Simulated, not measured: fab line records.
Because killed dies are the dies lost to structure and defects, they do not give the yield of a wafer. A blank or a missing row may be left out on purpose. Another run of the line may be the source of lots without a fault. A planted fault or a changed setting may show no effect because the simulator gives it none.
Matching of chambers	flow nand-harc	rie-diel-06 running NHARC_P_M0_DESCUM_14: 4 sister chambers
The step chemistry O2, time 3 s. 7 wafers are shown with their chamber, then 7 later ones without.

## WAFERS PAIRED WITH THEIR CHAMBERS
wafer	chamber	drypump-motor-current-A (A)	showerhead-plenum-p-Torr (Torr)
L076.4	1	5.9	1.81
L079.1	2	5.3	1.86
L079.4	1	5.9	1.81
L080.2	3	5.4	1.86
L080.6	0	6.5	2.00
L085.2	3	5.3	1.85
L085.3	0	6.5	1.99

## WAFERS WITHOUT THEIR CHAMBER
wafer	drypump-motor-current-A (A)	showerhead-plenum-p-Torr (Torr)
L085.4	5.3	1.85
L092.4	6.5	1.98
L092.5	5.3	1.84
L092.6	5.9	1.79
L097.1	6.5	1.98
L097.2	5.3	1.84
L097.5	5.9	1.79

## WHICH CHAMBER EACH ONE RAN IN
wafer	from the rows above	in truth
L085.4	can't be placed: 3 or 2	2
L092.4	0	0
L092.5	can't be placed: 3 or 2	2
L092.6	1	1
L097.1	0	0
L097.2	can't be placed: 3 or 2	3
L097.5	1	1
Placed correctly: 4 of 7. These rows do not allow placing 3 (true chamber among the candidates in 3). Wrongly placed: 0.
How it was worked out, from the rows above alone: a wafer's distance from a chamber is the root of the sum, over the readings, of the square of ((its reading less the chamber's mean) divided by the reading's scatter). The wafer belongs to the nearest chamber; if the next one is less than 2 further off, it can't be placed. Each chamber's mean is taken over the wafers shown for it. How the scatter is found: for the shown wafers, subtract from each reading the mean of its chamber, square and add these, divide the total by (wafers less chambers), then take the root.
